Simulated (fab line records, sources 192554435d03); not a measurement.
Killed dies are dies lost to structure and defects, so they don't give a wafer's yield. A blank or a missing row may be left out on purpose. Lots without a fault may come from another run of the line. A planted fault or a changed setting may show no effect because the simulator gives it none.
Which tool did it? | flow n5_finfet | 22 lots, 66 wafers sampled, at 6 steps of a route of 1938

WHAT THE GAUGES READ, wafer by wafer
N5_GATE_CUT_OVL_MEAS_14. Usual: GATE_CUT_OVL 0.1 nm, standard deviation 0.72.
lot  | measured     | on         | GATE_CUT_OVL (nm) | flag
L074 | day 4 11:04  | overlay-02 | -0.5 -0.4 -0.1    |
L075 | day 4 20:40  | overlay-01 | 0.8 -0.2 0.7      |
L076 | day 5 03:50  | overlay-02 | -0.2 0.0 -1.4     |
L077 | day 5 06:01  | overlay-01 | -1.0 -0.5 -0.7    |
L078 | day 5 12:26  | overlay-02 | 1.1 -0.9 1.4      |
L079 | day 5 18:50  | overlay-01 | 0.1 0.0 0.5       |
L080 | day 6 01:17  | overlay-01 | -0.1 -0.4 0.0     |
L081 | day 6 20:32  | overlay-02 | 0.3 0.1 0.8       |
L082 | day 6 23:20  | overlay-02 | -0.7 0.8 -1.3     |
L084 | day 7 01:49  | overlay-02 | -0.5 -0.2 -0.7    |
L083 | day 7 02:18  | overlay-01 | 0.2 0.8 0.0       |
L085 | day 7 12:09  | overlay-02 | 0.0 -0.4 0.7      |
L086 | day 7 19:18  | overlay-02 | 1.2 0.9 0.6       |
L087 | day 7 21:43  | overlay-01 | 0.2 0.3 0.6       |
L088 | day 8 01:53  | overlay-01 | 0.4 -1.1 0.2      |
L090 | day 9 00:16  | overlay-02 | -0.5 0.5 0.0      |
L092 | day 9 09:41  | overlay-02 | 0.5 -0.5 0.8      |
L093 | day 9 16:53  | overlay-01 | -0.1 1.4 -0.2     |
L094 | day 9 18:29  | overlay-02 | 0.2 1.2 0.6       |
L095 | day 9 21:54  | overlay-02 | -1.2 -0.4 -0.8    |
L096 | day 10 06:25 | overlay-01 | -0.7 0.7 1.5      |
L097 | day 10 10:49 | overlay-02 | 1.1 0.6 0.3       |

WHICH TOOL RAN EACH LOT (tool, then ch and the chambers of the sampled wafers, then the start)
lot  | N5_HKMG_FIN_ETCH_55               | N5_HKMG_FIN_STRIP_57              | N5_HKMG_FIN_STRIP_90               | N5_GATE_CUT_SAC_CAP_01            | N5_GATE_CUT_CMP_02
L074 | rie_diel-03 ch 1,2,3, day 3 22:44 | rie_diel-03 ch 1,2,3, day 3 22:56 | rie_diel-01 ch 1,3, day 4 05:30    | ald_sin-01 ch 1,2,3, day 4 08:05  | cmp-02 ch 0,2, day 4 10:23
L075 | rie_diel-04 ch 0,1,3, day 4 07:54 | rie_diel-04 ch 0,1,3, day 4 08:05 | rie_diel-03 ch 0,1,3, day 4 13:41  | ald_sin-01 ch 0,1,3, day 4 17:40  | cmp-01 ch 0,1, day 4 19:57
L076 | rie_diel-01 ch 1,2,3, day 4 14:21 | rie_diel-01 ch 1,2,3, day 4 14:32 | rie_diel-01 ch 1,2, day 4 20:06    | ald_sin-04 ch 0,3, day 5 00:52    | cmp-02 ch 0,1, day 5 03:08
L077 | rie_diel-03 ch 0,1,2, day 4 18:13 | rie_diel-03 ch 0,1,2, day 4 18:24 | rie_diel-04 ch 0,3, day 5 00:19    | ald_sin-04 ch 2,3, day 5 03:02    | cmp-04 ch 0,2,3, day 5 05:23
L078 | rie_diel-03 ch 0,1,2, day 5 01:08 | rie_diel-03 ch 0,1,2, day 5 01:19 | rie_diel-03 ch 1,2,3, day 5 06:45  | ald_sin-01 ch 1,2,3, day 5 09:21  | cmp-04 ch 0,1,2, day 5 11:37
L079 | rie_diel-03 ch 1,3, day 5 07:26   | rie_diel-03 ch 1,3, day 5 07:37   | rie_diel-01 ch 1,3, day 5 13:04    | ald_sin-01 ch 0,1,3, day 5 15:44  | cmp-01 ch 0,1,2, day 5 18:05
L080 | rie_diel-04 ch 0,1, day 5 13:35   | rie_diel-04 ch 0,1, day 5 13:46   | rie_diel-03 ch 1,2,3, day 5 19:31  | ald_sin-04 ch 0,2,3, day 5 22:11  | cmp-01 ch 0,3, day 6 00:28
L081 | rie_diel-03 ch 0,1,2, day 5 18:43 | rie_diel-03 ch 0,1,2, day 5 18:54 | rie_diel-04 ch 0,1, day 6 14:41    | ald_sin-01 ch 0,1,3, day 6 17:26  | cmp-04 ch 0,3, day 6 19:43
L082 | rie_diel-01 ch 0,1,2, day 6 11:23 | rie_diel-01 ch 0,1,2, day 6 11:35 | rie_diel-04 ch 1,2,3, day 6 17:35  | ald_sin-01 ch 1,2,3, day 6 20:14  | cmp-04 ch 1,2, day 6 22:31
L084 | rie_diel-03 ch 0,1,2, day 6 14:19 | rie_diel-03 ch 0,1,2, day 6 14:30 | rie_diel-01 ch 0,2,3, day 6 20:03  | ald_sin-04 ch 2,3, day 6 22:43    | cmp-04 ch 0,1,2, day 7 01:04
L083 | rie_diel-01 ch 0,1,3, day 6 14:28 | rie_diel-01 ch 0,1,3, day 6 14:40 | rie_diel-04 ch 0,1, day 6 20:30    | ald_sin-03 ch 0,2, day 6 23:13    | cmp-04 ch 0,1, day 7 01:31
L085 | rie_diel-04 ch 1,2,3, day 7 00:46 | rie_diel-04 ch 1,2,3, day 7 00:58 | rie_diel-03 ch 1,2,3, day 7 06:28  | ald_sin-03 ch 0,2, day 7 09:04    | cmp-01 ch 0,1,2, day 7 11:22
L086 | rie_diel-04 ch 0,2,3, day 7 07:42 | rie_diel-04 ch 0,2,3, day 7 07:53 | rie_diel-03 ch 1,3, day 7 13:23    | ald_sin-04 ch 0,2, day 7 16:12    | cmp-02 ch 1,3, day 7 18:28
L087 | rie_diel-04 ch 0,2,3, day 7 09:59 | rie_diel-04 ch 0,2,3, day 7 10:10 | rie_diel-03 ch 2,3, day 7 15:59    | ald_sin-03 ch 0,1,3, day 7 18:34  | cmp-04 ch 0,1,2, day 7 20:52
L088 | rie_diel-03 ch 1,2, day 7 14:19   | rie_diel-03 ch 1,2, day 7 14:31   | rie_diel-01 ch 1,3, day 7 20:16    | ald_sin-04 ch 0,3, day 7 22:53    | cmp-02 ch 0,2, day 8 01:11
L090 | rie_diel-03 ch 0,2,3, day 8 09:34 | rie_diel-03 ch 0,2,3, day 8 09:46 | rie_diel-01 ch 0,2,3, day 8 15:34  | ald_sin-01 ch 0,1,3, day 8 21:11  | cmp-01 ch 0,1,2, day 8 23:27
L092 | rie_diel-01 ch 0,3, day 8 22:07   | rie_diel-01 ch 0,3, day 8 22:19   | rie_diel-03 ch 0,2, day 9 04:08    | ald_sin-04 ch 0,1, day 9 06:43    | cmp-02 ch 0,2,3, day 9 09:04
L093 | rie_diel-01 ch 1,2, day 9 05:08   | rie_diel-01 ch 1,2, day 9 05:19   | rie_diel-03 ch 1,2,3, day 9 11:19  | ald_sin-03 ch 0,2, day 9 13:55    | cmp-04 ch 1,3, day 9 16:11
L094 | rie_diel-03 ch 2,3, day 9 05:45   | rie_diel-03 ch 2,3, day 9 05:56   | rie_diel-04 ch 1,2,3, day 9 11:59  | ald_sin-01 ch 1,3, day 9 15:23    | cmp-01 ch 2,3, day 9 17:39
L095 | rie_diel-03 ch 0,3, day 9 10:04   | rie_diel-03 ch 0,3, day 9 10:16   | rie_diel-03 ch 2,3, day 9 16:11    | ald_sin-03 ch 0,3, day 9 18:48    | cmp-01 ch 1,3, day 9 21:06
L096 | rie_diel-01 ch 0,2, day 9 18:34   | rie_diel-01 ch 0,2, day 9 18:45   | rie_diel-03 ch 0,1,2, day 10 00:45 | ald_sin-04 ch 0,1,2, day 10 03:26 | cmp-02 ch 1,2,3, day 10 05:47
L097 | rie_diel-01 ch 0,1,3, day 9 23:11 | rie_diel-01 ch 0,1,3, day 9 23:23 | rie_diel-03 ch 1,2, day 10 05:12   | ald_sin-01 ch 1,2,3, day 10 07:47 | cmp-01 ch 1,2,3, day 10 10:04
- N5_HKMG_FIN_ETCH_55: etches SOC in N2/H2, target depth 240 nm, time 300 s.
- N5_HKMG_FIN_STRIP_57: strips in CF4.
- N5_HKMG_FIN_STRIP_90: strips SOC in N2/H2, time 20 s.
- N5_GATE_CUT_SAC_CAP_01: material SiNx, target thk 24 nm, pulse time 1 s, ald cycles 480.
- N5_GATE_CUT_CMP_02: polishes, stops on SiO2, t overpolish 12.7 s, target thk 0 nm.

WHAT THE TOOLS THEMSELVES READ (means of the sampled wafers that have a number; where no wafer has one, the mark that the record gives instead)
N5_HKMG_FIN_ETCH_55. Usual: drypump_motor_current_A 5.9 A, standard deviation 0.4; oes_product_au 0.74 a.u., standard deviation 0.062; rf_vpp_V 524.3 V, standard deviation 1.9; showerhead_plenum_p_Torr 2.56 Torr, standard deviation 0.062; throttle_valve_pct 18.00 %, standard deviation 0.14.
lot  | tool        | drypump_motor_current_A (A) | oes_product_au (a.u.) | rf_vpp_V (V) | showerhead_plenum_p_Torr (Torr) | throttle_valve_pct (%) | flag
L074 | rie_diel-03 | 6.0                         | 0.72                  | 523.0        | 2.53                            | 18.02                  |
L075 | rie_diel-04 | 5.7                         | 0.74                  | 524.8        | 2.57                            | 18.02                  |
L076 | rie_diel-01 | 6.2                         | 0.82                  | 524.6        | 2.56                            | 17.90                  |
L077 | rie_diel-03 | 5.8                         | 0.72                  | 525.3        | 2.57                            | 18.00                  |
L078 | rie_diel-03 | 5.8                         | 0.71                  | 523.2        | 2.57                            | 18.00                  |
L079 | rie_diel-03 | 6.1                         | 0.71                  | 523.2        | 2.52                            | 18.00                  |
L080 | rie_diel-04 | 5.5                         | 0.74                  | 524.9        | 2.57                            | 18.00                  |
L081 | rie_diel-03 | 5.8                         | 0.70                  | 523.9        | 2.56                            | 18.01                  |
L082 | rie_diel-01 | 6.3                         | 0.81                  | 525.3        | 2.60                            | 17.92                  |
L084 | rie_diel-03 | 5.8                         | 0.70                  | 523.7        | 2.56                            | 18.04                  |
L083 | rie_diel-01 | 6.4                         | 0.84                  | 524.9        | 2.61                            | 17.97                  |
L085 | rie_diel-04 | 5.7                         | 0.73                  | 524.3        | 2.57                            | 18.10                  |
L086 | rie_diel-04 | 5.6                         | 0.71                  | 523.4        | 2.52                            | 18.04                  |
L087 | rie_diel-04 | 5.6                         | 0.70                  | 523.2        | 2.52                            | 18.03                  |
L088 | rie_diel-03 | 5.9                         | 0.70                  | 523.3        | 2.53                            | 18.10                  |
L090 | rie_diel-03 | 5.8                         | 0.70                  | 523.4        | 2.55                            | 17.94                  |
L092 | rie_diel-01 | 6.4                         | 0.87                  | 527.0        | 2.66                            | 17.90                  |
L093 | rie_diel-01 | 6.4                         | 0.74                  | 523.7        | 2.53                            | 18.06                  |
L094 | rie_diel-03 | 5.9                         | 0.69                  | 522.6        | 2.52                            | 18.00                  |
L095 | rie_diel-03 | 5.9                         | 0.69                  | 523.6        | 2.54                            | 17.93                  |
L096 | rie_diel-01 | 6.3                         | 0.83                  | 526.5        | 2.64                            | 17.86                  |
L097 | rie_diel-01 | 6.4                         | 0.80                  | 526.1        | 2.59                            | 18.02                  |

N5_HKMG_FIN_STRIP_57. Usual: drypump_motor_current_A 5.9 A, standard deviation 0.4; oes_product_au 0.74 a.u., standard deviation 0.057; power_w 300.0 W, standard deviation 0.88; rf_vpp_V 271.4 V, standard deviation 1.1; showerhead_plenum_p_Torr 1.81 Torr, standard deviation 0.041; throttle_valve_pct 13.73 %, standard deviation 0.13.
lot  | tool        | drypump_motor_current_A (A) | oes_product_au (a.u.) | power_w (W) | rf_vpp_V (V) | showerhead_plenum_p_Torr (Torr) | throttle_valve_pct (%) | flag
L074 | rie_diel-03 | 6.0                         | 0.72                  | 300.8       | 271.2        | 1.78                            | 13.77                  |
L075 | rie_diel-04 | 5.7                         | 0.74                  | 300.1       | 271.6        | 1.81                            | 13.70                  |
L076 | rie_diel-01 | 6.2                         | 0.80                  | 299.2       | 272.0        | 1.81                            | 13.58                  |
L077 | rie_diel-03 | 5.8                         | 0.71                  | 300.3       | 271.4        | 1.81                            | 13.74                  |
L078 | rie_diel-03 | 5.8                         | 0.71                  | 300.0       | 271.9        | 1.81                            | 13.76                  |
L079 | rie_diel-03 | 6.1                         | 0.71                  | 299.7       | 270.9        | 1.78                            | 13.80                  |
L080 | rie_diel-04 | 5.5                         | 0.73                  | 299.5       | 271.5        | 1.81                            | 13.67                  |
L081 | rie_diel-03 | 5.8                         | 0.71                  | 299.2       | 270.9        | 1.81                            | 13.76                  |
L082 | rie_diel-01 | 6.3                         | 0.80                  | 300.1       | 272.0        | 1.83                            | 13.60                  |
L084 | rie_diel-03 | 5.8                         | 0.70                  | 299.4       | 271.0        | 1.81                            | 13.77                  |
L083 | rie_diel-01 | 6.4                         | 0.83                  | 299.7       | 271.8        | 1.84                            | 13.66                  |
L085 | rie_diel-04 | 5.6                         | 0.74                  | 299.5       | 271.8        | 1.81                            | 13.80                  |
L086 | rie_diel-04 | 5.5                         | 0.71                  | 300.4       | 271.2        | 1.77                            | 13.76                  |
L087 | rie_diel-04 | 5.5                         | 0.71                  | 299.9       | 271.0        | 1.77                            | 13.75                  |
L088 | rie_diel-03 | 5.9                         | 0.71                  | 299.2       | 271.0        | 1.78                            | 13.84                  |
L090 | rie_diel-03 | 5.8                         | 0.70                  | 299.6       | 271.8        | 1.80                            | 13.74                  |
L092 | rie_diel-01 | 6.4                         | 0.85                  | 300.6       | 271.9        | 1.87                            | 13.59                  |
L093 | rie_diel-01 | 6.4                         | 0.73                  | 299.9       | 271.2        | 1.79                            | 13.76                  |
L094 | rie_diel-03 | 5.9                         | 0.70                  | 299.8       | 270.7        | 1.78                            | 13.81                  |
L095 | rie_diel-03 | 6.0                         | 0.68                  | 300.9       | 271.9        | 1.79                            | 13.76                  |
L096 | rie_diel-01 | 6.3                         | 0.82                  | 299.6       | 272.4        | 1.86                            | 13.57                  |
L097 | rie_diel-01 | 6.4                         | 0.80                  | 300.4       | 272.6        | 1.83                            | 13.73                  |

N5_HKMG_FIN_STRIP_90. Usual: drypump_motor_current_A 6.0 A, standard deviation 0.37; oes_product_au 0.76 a.u., standard deviation 0.082; power_w 500.3 W, standard deviation 1.5; rf_vpp_V 54.3 V, standard deviation 0.79; showerhead_plenum_p_Torr 3.38 Torr, standard deviation 0.074; throttle_valve_pct 19.22 %, standard deviation 0.24.
lot  | tool        | drypump_motor_current_A (A) | oes_product_au (a.u.) | power_w (W) | rf_vpp_V (V) | showerhead_plenum_p_Torr (Torr) | throttle_valve_pct (%) | flag
L074 | rie_diel-01 | 6.3                         | 0.87                  | 500.1       | 53.7         | 3.40                            | 19.26                  |
L075 | rie_diel-03 | 5.9                         | 0.71                  | 500.5       | 54.1         | 3.38                            | 19.19                  |
L076 | rie_diel-01 | 6.2                         | 0.77                  | 499.5       | 54.7         | 3.37                            | 19.26                  |
L077 | rie_diel-04 | 5.6                         | 0.71                  | 499.0       | 54.3         | 3.33                            | 19.43                  |
L078 | rie_diel-03 | 6.0                         | 0.72                  | 501.2       | 54.7         | 3.33                            | 19.23                  |
L079 | rie_diel-01 | 6.5                         | 0.80                  | 500.1       | 53.9         | 3.37                            | 19.41                  |
L080 | rie_diel-03 | 6.0                         | 0.71                  | 499.2       | 54.5         | 3.33                            | 19.22                  |
L081 | rie_diel-04 | 5.5                         | 0.73                  | 500.7       | 54.9         | 3.39                            | 19.46                  |
L082 | rie_diel-04 | 5.7                         | 0.73                  | 501.9       | 54.0         | 3.39                            | 19.43                  |
L084 | rie_diel-01 | 6.2                         | 0.85                  | 499.4       | 55.2         | 3.45                            | 19.11                  |
L083 | rie_diel-04 | 5.6                         | 0.76                  | 501.0       | 55.2         | 3.46                            | 19.50                  |
L085 | rie_diel-03 | 6.0                         | 0.69                  | 500.7       | 53.9         | 3.33                            | 19.25                  |
L086 | rie_diel-03 | 6.1                         | 0.69                  | 502.7       | 54.0         | 3.31                            | 19.50                  |
L087 | rie_diel-03 | 6.0                         | 0.70                  | 501.2       | 53.8         | 3.32                            | 19.01                  |
L088 | rie_diel-01 | 6.5                         | 0.77                  | 501.7       | 53.9         | 3.36                            | 19.43                  |
L090 | rie_diel-01 | 6.2                         | 0.83                  | 499.9       | 55.0         | 3.44                            | 19.13                  |
L092 | rie_diel-03 | 5.7                         | 0.69                  | 499.0       | 54.5         | 3.39                            | 19.02                  |
L093 | rie_diel-03 | 6.0                         | 0.79                  | 498.4       | 54.2         | 3.32                            | 19.14                  |
L094 | rie_diel-04 | 5.7                         | 0.81                  | 499.3       | 54.9         | 3.38                            | 19.34                  |
L095 | rie_diel-03 | 6.1                         | 0.68                  | 501.4       | 53.8         | 3.31                            | 19.05                  |
L096 | rie_diel-03 | 5.8                         | 0.77                  | 500.1       | 54.0         | 3.37                            | 19.12                  |
L097 | rie_diel-03 | 5.9                         | 0.77                  | 502.1       | 54.2         | 3.33                            | 19.16                  |

N5_GATE_CUT_SAC_CAP_01. Usual: heater_power_w 838 W, standard deviation 97; precursor_pulse_height_rel 1.000, standard deviation 0.021.
lot  | tool       | heater_power_w (W) | precursor_pulse_height_rel | flag
L074 | ald_sin-01 | 785                | 0.994                      |
L075 | ald_sin-01 | 909                | 1.003                      |
L076 | ald_sin-04 | 845                | 0.993                      |
L077 | ald_sin-04 | 763                | 0.993                      |
L078 | ald_sin-01 | 782                | 1.012                      |
L079 | ald_sin-01 | 910                | 1.015                      |
L080 | ald_sin-04 | 826                | 0.993                      |
L081 | ald_sin-01 | 915                | 0.979                      |
L082 | ald_sin-01 | 783                | 0.987                      |
L084 | ald_sin-04 | 819                | 1.000                      |
L083 | ald_sin-03 | 848                | 1.011                      |
L085 | ald_sin-03 | 840                | 1.011                      |
L086 | ald_sin-04 | 887                | 1.004                      |
L087 | ald_sin-03 | 807                | 1.029                      |
L088 | ald_sin-04 | 829                | 0.977                      |
L090 | ald_sin-01 | 923                | 0.990                      |
L092 | ald_sin-04 | 836                | 0.992                      |
L093 | ald_sin-03 | 815                | 1.007                      |
L094 | ald_sin-01 | 841                | 0.985                      |
L095 | ald_sin-03 | 784                | 0.968                      |
L096 | ald_sin-04 | 847                | 0.990                      |
L097 | ald_sin-01 | 783                | 0.992                      |

N5_GATE_CUT_CMP_02. Usual: head_pressure_psi 2.500 psi, standard deviation 0.0056; motor_current_A 9.3 A, standard deviation 1; overpolish_run_s 12.701 s, standard deviation 0.0094; pad_life_wafers 1189, standard deviation 600; time_to_endpoint_s 25.8 s, standard deviation 2.
lot  | tool   | head_pressure_psi (psi) | motor_current_A (A) | overpolish_run_s (s) | pad_life_wafers | time_to_endpoint_s (s) | flag
L074 | cmp-02 | 2.499                   | 8.2                 | 12.703               | 1658            | 23.5                   |
L075 | cmp-01 | 2.499                   | 9.9                 | 12.700               | 486             | 26.4                   |
L076 | cmp-02 | 2.498                   | 8.4                 | 12.692               | 1794            | 25.4                   |
L077 | cmp-04 | 2.499                   | 8.4                 | 12.698               | 1280            | 22.6                   |
L078 | cmp-04 | 2.503                   | 9.1                 | 12.705               | 1333            | 23.0                   |
L079 | cmp-01 | 2.505                   | 9.9                 | 12.696               | 680             | 27.9                   |
L080 | cmp-01 | 2.501                   | 9.5                 | 12.695               | 722             | 26.0                   |
L081 | cmp-04 | 2.502                   | 8.8                 | 12.703               | 1572            | 27.4                   |
L082 | cmp-04 | 2.508                   | 8.9                 | 12.704               | 1604            | 25.0                   |
L084 | cmp-04 | 2.501                   | 9.1                 | 12.701               | 1640            | 27.9                   |
L083 | cmp-04 | 2.500                   | 9.0                 | 12.701               | 1646            | 23.6                   |
L085 | cmp-01 | 2.501                   | 10.0                | 12.697               | 1010            | 28.8                   |
L086 | cmp-02 | 2.505                   | 10.1                | 12.699               | 49              | 26.8                   |
L087 | cmp-04 | 2.497                   | 9.0                 | 12.703               | 1820            | 24.5                   |
L088 | cmp-02 | 2.503                   | 8.4                 | 12.704               | 116             | 26.8                   |
L090 | cmp-01 | 2.501                   | 10.3                | 12.706               | 1418            | 24.2                   |
L092 | cmp-02 | 2.494                   | 9.7                 | 12.714               | 434             | 25.8                   |
L093 | cmp-04 | 2.501                   | 9.6                 | 12.699               | 2131            | 25.4                   |
L094 | cmp-01 | 2.499                   | 9.6                 | 12.702               | 1560            | 25.3                   |
L095 | cmp-01 | 2.498                   | 9.5                 | 12.701               | 1592            | 26.7                   |
L096 | cmp-02 | 2.500                   | 9.3                 | 12.701               | 602             | 27.2                   |
L097 | cmp-01 | 2.496                   | 9.8                 | 12.701               | 1717            | 27.1                   |

THE ANSWER, worked out from the rows above alone
Rule: a lot is off if the mean of its wafers that have a number lies more than 3 standard deviations from the usual mean. A lot without any number at a reading at which 4 lots or more have one is off too. The other lots that the step has rows for count as sound. The gauges are gone through in route order, then the tools' own readings, and for those a lot's mean is taken as printed above. The first step at which some lot is off is used, and at that step the reading that is off furthest; a lot without a number counts as furthest.
No lot is off at any reading shown: from this, nothing can be told.

WHAT THE SIMULATOR HAD PUT IN
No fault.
